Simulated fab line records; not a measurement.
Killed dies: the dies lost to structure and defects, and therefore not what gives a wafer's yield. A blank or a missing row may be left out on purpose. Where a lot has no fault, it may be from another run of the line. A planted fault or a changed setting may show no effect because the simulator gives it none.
fab line records + flow nand-harc
[record]
- lots = 5
- wafers = 15
- last-day = 25
route steps=1159 shown P_ZERO_WELL@29 END@1159
lots untouched by any fault: they come from a run of this same line in which no faults occurred
start-h: start of the lot's first displayed wafer, in hours after the record's first day + wait-h: hours elapsed since this lot's preceding step + " as in the row above + L1.1+2: several wafers, shown together as one row + - value missing, or start not given + * or withheld: withheld + < > ~ a bound
route shown NAME@n: names a module that has steps shown in the file, with the first one's number in the route + usual: average and standard deviation across the fault-free wafers + same: alike in all rows + chamber/n: place in a boat + sites: the reading at each site + _std_site: standard deviation across them + _edge_site: the outer-site mean with the inner-site mean subtracted + radius-mm: for every site, how far away it sits from the centre of the wafer + mask NAME#n: copy n + behind: the most recent tool/chamber to have shaped the wafer + hold: why the lot went on hold/how many hours it stayed there/how the hold came to an end + device: the n, p or np transistor that did not switch + end of line: the route-end tests of the same wafers + step lacking rows: just its recipe + killed: dies lost to structure and defects at the first sort, not the wafer's yield + map: shows each die of a wafer: x if killed, . if not, _ if none is there
set.NAME: the setting the step ran with; set.NAME@STEP: the setting that earlier step ran with + model.NAME: the simulator's own value behind a step, which no gauge read
lots seen at some steps along the route; tables by step, rows by wafer
services: the hour from which a tool's chamber was out of use, counted from the record's first day as start-h (under 0 if before that day), plus the number of hours and why
[[steps]]
[step NHARC_P_ZERO_WELL_CD_MEAS_24]
[recipe]
- target-cd-nm = 720
- landing-energy-ev = 500
[usual]
- cd-nm = 720.9/2.2
| lot.wafer | tool      | chamber | start-h | wait-h | cd-nm |
|-----------|-----------|---------|---------|--------|-------|
| L105.1    | cd-sem-02 | 0       | 44.33   | -      | 725.1 |
| L105.3    | "         | 0       | "       | "      | 720.3 |
| L105.6    | "         | 0       | "       | "      | 721.0 |
| L106.1    | cd-sem-03 | 0       | 50.47   | -      | 717.9 |
| L106.4    | "         | 0       | "       | "      | 718.8 |
| L106.6    | "         | 0       | "       | "      | 717.2 |
| L113.1    | cd-sem-01 | 0       | 92.46   | -      | 721.4 |
| L113.3    | "         | 0       | "       | "      | 723.0 |
| L113.5    | "         | 0       | "       | "      | 723.5 |
| L115.1    | cd-sem-03 | 0       | 104.48  | -      | 718.0 |
| L115.3    | "         | 0       | "       | "      | 722.5 |
| L115.6    | "         | 0       | "       | "      | 719.8 |
| L122.1    | cd-sem-02 | 0       | 146.46  | -      | 723.5 |
| L122.4    | "         | 0       | "       | "      | 725.2 |
| L122.5    | "         | 0       | "       | "      | 722.2 |
[step NHARC_P_ZERO_WELL_HARDBAKE_25]
[recipe]
- temp-c = 125
- time-s = 80
[step NHARC_P_ZERO_WELL_DESCUM_26]
[recipe]
- time-s = 3
- o2-flow-sccm = 200
- ar-flow-sccm = 0
- bias-power-w = 0
- chemistry = O2
[usual]
- drypump-motor-current-A = 5.7/0.37
- oes-product-au = 1.005/0.01
- rf-vpp-V = 57.8/0.86
- showerhead-plenum-p-Torr = 1.91/0.089
- throttle-valve-pct = 11.310/0.0079
[same]
- time-s = 3
| lot.wafer | tool        | chamber | start-h | wait-h | drypump-motor-current-A | oes-product-au | rf-hours-counter-h | rf-vpp-V | showerhead-plenum-p-Torr | throttle-valve-pct |
|-----------|-------------|---------|---------|--------|-------------------------|----------------|--------------------|----------|--------------------------|--------------------|
| L105.1    | rie-diel-07 | 3       | 44.49   | -      | 5.8                     | 0.997          | 10                 | 57.5     | 1.88                     | 11.305             |
| L105.3    | "           | 0       | "       | "      | 5.7                     | 1.006          | 10                 | 57.2     | 1.80                     | 11.308             |
| L105.6    | "           | 1       | "       | "      | 5.7                     | 0.991          | -                  | 56.3     | 1.91                     | 11.313             |
| L106.4    | rie-diel-10 | 0       | 50.66   | -      | 6.3                     | 1.000          | 4                  | 55.9     | 2.03                     | 11.296             |
| L106.1    | "           | 2       | "       | "      | 5.3                     | 0.996          | 1                  | 56.9     | 2.01                     | 11.299             |
| L106.6    | "           | 3       | "       | "      | 6.1                     | 0.993          | -                  | 57.6     | 1.79                     | 11.299             |
| L113.1    | rie-diel-10 | 2       | 92.62   | -      | 5.2                     | 1.010          | 5                  | 57.2     | 2.01                     | 11.323             |
| L113.3    | "           | 0       | "       | "      | 6.2                     | 1.007          | 7                  | 58.8     | 2.03                     | 11.305             |
| L113.5    | "           | 3       | "       | "      | 6.1                     | 1.009          | -                  | 57.7     | 1.79                     | 11.295             |
| L115.3    | rie-diel-10 | 3       | 104.66  | -      | 6.1                     | 1.010          | 10                 | 56.9     | 1.79                     | 11.301             |
| L115.1    | "           | 0       | "       | "      | 6.2                     | 1.003          | 9                  | 58.1     | 2.03                     | 11.308             |
| L115.6    | "           | 2       | "       | "      | 5.3                     | 1.010          | -                  | 57.8     | 2.00                     | 11.308             |
| L122.4    | rie-diel-10 | 2       | 146.62  | -      | 5.3                     | 1.018          | 10                 | 58.5     | 2.00                     | 11.300             |
| L122.1    | "           | 0       | "       | "      | 6.3                     | 1.000          | 12                 | 58.7     | 2.03                     | 11.317             |
| L122.5    | "           | 3       | "       | "      | 6.1                     | 1.002          | -                  | 57.8     | 1.79                     | 11.307             |
[step NHARC_P_ZERO_WELL_IMPLANT_27]
[recipe]
- energy-kev = 600
- dose-cm2 = 1e+13
- tilt-deg = 7
[step NHARC_P_ZERO_WELL_IMPLANT_57]
[recipe]
- energy-kev = 250
- dose-cm2 = 4e+12
- tilt-deg = 7
[step NHARC_P_ZERO_WELL_IMPLANT_58]
[recipe]
- energy-kev = 100
- dose-cm2 = 2e+12
- tilt-deg = 7
[step NHARC_P_ZERO_WELL_STRIP_28]
[recipe]
- time-s = 840
- temp-c = 130
- chemistry = SPM
[step NHARC_P_ZERO_WELL_DEHYDRATE_29]
[recipe]
- temp-c = 150
- time-s = 120
[step NHARC_P_ZERO_WELL_HMDS_30]
[recipe]
- time-s = 30
[step NHARC_P_ZERO_WELL_COAT_31]
[recipe]
- spin-rpm = withheld
[step NHARC_P_ZERO_WELL_SOFTBAKE_32]
[recipe]
- temp-c = 122
- time-s = 95
[step NHARC_P_ZERO_WELL_EBR_33]
[step NHARC_P_ZERO_WELL_EXPOSE_34]
[recipe]
- na = 0.6
- target-cd-nm = 720
- dose-mj = 22.31
- mask-id = P_PWELL
[usual]
- exposure-dose-mJ-cm2 = 22.309/0.025
| lot.wafer | tool           | chamber | start-h | wait-h | mask      | exposure-dose-mJ-cm2 |
|-----------|----------------|---------|---------|--------|-----------|----------------------|
| L105.1    | krf-scanner-02 | 0       | 45.85   | -      | P_PWELL#0 | 22.341               |
| L105.3    | "              | 0       | "       | "      | P_PWELL#0 | 22.284               |
| L105.6    | "              | 0       | "       | "      | P_PWELL#0 | 22.303               |
| L106.1    | krf-scanner-04 | 0       | 52.00   | -      | P_PWELL#0 | 22.299               |
| L106.4    | "              | 0       | "       | "      | P_PWELL#0 | 22.332               |
| L106.6    | "              | 0       | "       | "      | P_PWELL#0 | 22.342               |
| L113.1    | krf-scanner-04 | 0       | 93.95   | -      | P_HVPW#0  | 22.278               |
| L113.3    | "              | 0       | "       | "      | P_HVPW#0  | 22.269               |
| L113.5    | "              | 0       | "       | "      | P_HVPW#0  | 22.297               |
| L115.1    | krf-scanner-04 | 0       | 105.97  | -      | P_PWELL#0 | 22.330               |
| L115.3    | "              | 0       | "       | "      | P_PWELL#0 | 22.323               |
| L115.6    | "              | 0       | "       | "      | P_PWELL#0 | 22.278               |
| L122.1    | krf-scanner-02 | 0       | 147.94  | -      | P_PWELL#0 | 22.305               |
| L122.4    | "              | 0       | "       | "      | P_PWELL#0 | 22.289               |
| L122.5    | "              | 0       | "       | "      | P_PWELL#0 | 22.275               |
[step NHARC_P_ZERO_WELL_PEB_35]
[recipe]
- peb-temp-c = 118
- peb-time-s = 85
[step NHARC_P_ZERO_WELL_DEVELOP_36]
[recipe]
- time-s = 70
[step NHARC_P_ZERO_WELL_CD_MEAS_37]
[recipe]
- target-cd-nm = 720
- landing-energy-ev = 500
[usual]
- cd-nm = 720.7/2
| lot.wafer | tool      | chamber | start-h | wait-h | cd-nm |
|-----------|-----------|---------|---------|--------|-------|
| L105.1    | cd-sem-02 | 0       | 46.00   | -      | 723.3 |
| L105.3    | "         | 0       | "       | "      | 720.2 |
| L105.6    | "         | 0       | "       | "      | 723.4 |
| L106.1    | cd-sem-01 | 0       | 52.16   | -      | 723.8 |
| L106.4    | "         | 0       | "       | "      | 725.8 |
| L106.6    | "         | 0       | "       | "      | 721.2 |
| L113.1    | cd-sem-03 | 0       | 94.10   | -      | -     |
| L113.3    | "         | 0       | "       | "      | -     |
| L113.5    | "         | 0       | "       | "      | -     |
| L115.1    | cd-sem-01 | 0       | 106.13  | -      | 723.2 |
| L115.3    | "         | 0       | "       | "      | 722.5 |
| L115.6    | "         | 0       | "       | "      | 722.3 |
| L122.1    | cd-sem-03 | 0       | 148.10  | -      | 720.9 |
| L122.4    | "         | 0       | "       | "      | 718.8 |
| L122.5    | "         | 0       | "       | "      | 721.4 |
[step NHARC_P_ZERO_WELL_HARDBAKE_38]
[recipe]
- temp-c = 125
- time-s = 80
[step NHARC_END_SORT_01]
[recipe]
- temp-c = 25
[usual]
- killed-at-array = 27/11
- killed-at-other = 0.6/1
- killed-at-periphery = 3.0/2.1
- killed-dies = 31/12
- killed-open = 3.2/1.7
- killed-short = 1.7/1.4
[same]
- gross-dies = 677
| lot.wafer | tool      | chamber | start-h | wait-h | killed-at-array | killed-at-other | killed-at-periphery | killed-dies | killed-open | killed-short |
|-----------|-----------|---------|---------|--------|-----------------|-----------------|---------------------|-------------|-------------|--------------|
| L113.1    | prober-02 | 0       | 512.37  | 2.5    | 20              | 1               | 656                 | 677         | 6           | 2            |
| L113.3    | prober-02 | 0       | 513.94  | 3.1    | 16              | 0               | 661                 | 677         | 2           | 1            |
| L113.5    | prober-02 | 0       | 515.52  | 3.7    | 15              | 0               | 662                 | 677         | 5           | 2            |
| L115.1    | prober-02 | 0       | 521.65  | 2.5    | 27              | 0               | 3                   | 30          | 4           | 3            |
| L115.3    | prober-02 | 0       | 523.25  | 3.1    | 39              | 3               | 13                  | 55          | 6           | 9            |
| L115.6    | prober-02 | 0       | 525.66  | 4.0    | 34              | 0               | 5                   | 39          | 5           | 3            |
// killed by level:class
L113.1 P_ZERO_WELL:area-expose=655 A_CHANNEL_HOLE_D1:chamber-film-flake=5 A_STAIRCASE:chamber-film-flake=5 A_CONTACT:geometric-particle:open=3 A_CONTACT:chamber-film-flake=2 P_CONTACT:geometric-particle:open=1 A_ONON_D1:geometric-particle:open=1 A_CHANNEL_FILL_D1:geometric-particle:open=1
L113.3 P_ZERO_WELL:area-expose=659 A_CHANNEL_HOLE_D1:chamber-film-flake=5 A_CONTACT:chamber-film-flake=5 A_M1:chamber-film-flake=3 A_STAIRCASE:chamber-film-flake=2 P_GATE:geometric-particle:open=1 P_M0:geometric-particle:short=1 A_CHANNEL_FILL_D1:geometric-particle:open=1
L113.5 P_ZERO_WELL:area-expose=660 A_CHANNEL_HOLE_D1:chamber-film-flake=5 A_STAIRCASE:chamber-film-flake=2 P_CONTACT:geometric-particle:open=1 A_ONON_D1:geometric-particle:short=1 A_CHANNEL_FILL_D1:geometric-particle:short=1 A_CHANNEL_FILL_D1:geometric-particle:open=1 A_SLIT:geometric-particle:open=1
L115.1 A_SLIT:chamber-film-flake=13 A_CONTACT:chamber-film-flake=4 P_STI:chamber-film-flake=2 A_STAIRCASE:chamber-film-flake=2 P_M0:geometric-particle:open=1 A_ONON_D1:geometric-particle:open=1 A_STAIRCASE:geometric-particle:short=1 A_SGD_CUT:geometric-particle:short=1
L115.3 A_SLIT:chamber-film-flake=18 P_STI:chamber-film-flake=8 A_CHANNEL_HOLE_D1:chamber-film-flake=4 A_CONTACT:geometric-particle:open=3 A_STAIRCASE:chamber-film-flake=3 A_SOURCE_PLATE:geometric-particle:short=2 P_GATE:chamber-film-flake=2 THIN_TSV:chamber-film-flake=2
L115.6 A_SLIT:chamber-film-flake=17 A_STAIRCASE:chamber-film-flake=5 A_CHANNEL_HOLE_D1:chamber-film-flake=4 A_CONTACT:geometric-particle:open=2 P_GATE:chamber-film-flake=2 A_CONTACT:chamber-film-flake=2 P_GATE:geometric-particle:short=1 P_CONTACT:geometric-particle:open=1
// map L113.1 (x killed, . not)
____________x____________
_________xxxxxxx_________
_______xxxxxxxxxxx_______
______xxxxxxxxxxxxx______
_____xxxxxxxxxxxxxxx_____
____xxxxxxxxxxxxxxxxx____
____xxxxxxxxxxxxxxxxx____
___xxxxxxxxxxxxxxxxxxx___
___xxxxxxxxxxxxxxxxxxx___
__xxxxxxxxxxxxxxxxxxxxx__
__xxxxxxxxxxxxxxxxxxxxx__
_xxxxxxxxxxxxxxxxxxxxxxx_
_xxxxxxxxxxxxxxxxxxxxxxx_
_xxxxxxxxxxxxxxxxxxxxxxx_
_xxxxxxxxxxxxxxxxxxxxxxx_
_xxxxxxxxxxxxxxxxxxxxxxx_
xxxxxxxxxxxxxxxxxxxxxxxxx
xxxxxxxxxxxxxxxxxxxxxxxxx
xxxxxxxxxxxxxxxxxxxxxxxxx
xxxxxxxxxxxxxxxxxxxxxxxxx
xxxxxxxxxxxxxxxxxxxxxxxxx
_xxxxxxxxxxxxxxxxxxxxxxx_
_xxxxxxxxxxxxxxxxxxxxxxx_
_xxxxxxxxxxxxxxxxxxxxxxx_
_xxxxxxxxxxxxxxxxxxxxxxx_
_xxxxxxxxxxxxxxxxxxxxxxx_
__xxxxxxxxxxxxxxxxxxxxx__
__xxxxxxxxxxxxxxxxxxxxx__
___xxxxxxxxxxxxxxxxxxx___
___xxxxxxxxxxxxxxxxxxx___
____xxxxxxxxxxxxxxxxx____
____xxxxxxxxxxxxxxxxx____
_____xxxxxxxxxxxxxxx_____
______xxxxxxxxxxxxx______
_______xxxxxxxxxxx_______
_________xxxxxxx_________
____________x____________
// map L106.4 (x killed, . not)
____________.____________
_________......._________
_______..........._______
______.............______
_____......x........_____
____.................____
____.................____
___...................___
___...................___
__.....................__
__x.............x......__
_......................._
_.................x....._
_......................._
_........x..........x..._
_.x......x.............._
.........................
....x.x....x.............
.x..x..............x.....
....................x....
.........................
_....x.................._
_x......................_
_......................._
_......................._
_.................x....._
__.....................__
__...............x...x.__
___...................___
___.............x.....___
____x................____
____............x....____
_____..............._____
______.............______
_______..........._______
_________......._________
____________.____________
[[services]]
| tool           | chamber | start-h | hours | kind   |
|----------------|---------|---------|-------|--------|
| krf-scanner-04 | -       | 21.54   | 0.9   | repair |
| rie-diel-10    | 2       | 24.86   | 21.5  | repair |
| rie-diel-10    | 0       | 33.20   | -     | clean  |
| rie-diel-10    | 1       | 33.20   | -     | clean  |
| rie-diel-10    | 3       | 33.20   | -     | clean  |
| krf-scanner-02 | -       | 38.00   | 4.0   | pm     |
| rie-diel-07    | 2       | 39.06   | 5.7   | repair |
| rie-diel-07    | -       | 51.20   | 9.0   | pm     |
| rie-diel-10    | 0       | 57.77   | -     | clean  |
| rie-diel-10    | 1       | 57.77   | -     | clean  |
| rie-diel-10    | 2       | 57.77   | -     | clean  |
| rie-diel-10    | 3       | 57.77   | -     | clean  |
| krf-scanner-04 | -       | 59.09   | 0.8   | repair |
| krf-scanner-02 | -       | 79.20   | 5.6   | repair |
| rie-diel-10    | 0       | 82.27   | -     | clean  |
| rie-diel-10    | 1       | 82.27   | -     | clean  |
| rie-diel-10    | 2       | 82.27   | -     | clean  |
| rie-diel-10    | 3       | 82.27   | -     | clean  |
| krf-scanner-04 | -       | 94.32   | 0.2   | repair |
| rie-diel-10    | 0       | 98.53   | 1.6   | repair |
| krf-scanner-02 | -       | 106.36  | 2.0   | repair |
| rie-diel-10    | 0       | 106.77  | -     | clean  |
| krf-scanner-04 | -       | 126.02  | 4.0   | pm     |
| rie-diel-10    | 0       | 136.45  | 6.5   | repair |
[[key]]
[first-sign]
- step = NHARC_P_ZERO_WELL_EXPOSE_34
- reading = mask
- direction = changed
[effect]
- step = NHARC_P_ZERO_WELL_CD_MEAS_37
- reading = cd-nm
- direction = missing
[effect]
- step = NHARC_END_SORT_01
- reading = killed-at-periphery
- direction = up
- sigmas = 99+
- usual = 3.0
- struck = 659.7
[more-kills-born-at]
- NHARC_P_ZERO_WELL_EXPOSE_34@krf-scanner-04 = 1974
met-at NHARC_P_ZERO_WELL_EXPOSE_34
struck-wafers L113.1,L113.3,L113.5
later-rows-left-out L113.1,L113.3,L113.5
tester-left-out L113
onset-between 52.00 93.95
[fault]
- kind = wrong-mask
- tool = any
- chamber = -
- onset-h = 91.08
- steps = NHARC_P_ZERO_WELL_EXPOSE_34
- aux-copy = P_HVPW#0
- scope = struck-lots-only
// tester-left-out: of these lots the tester's yield and bins aren't shown, on N5 and GAA mostly nor the transistor test; their killed dies are dies lost to structure and defects alone, not to doping, threshold or leakage, so they don't give the yield
// later-rows-left-out: the simulator's readings of these wafers behind a module that went badly wrong aren't trusted and aren't shown, but for the sort
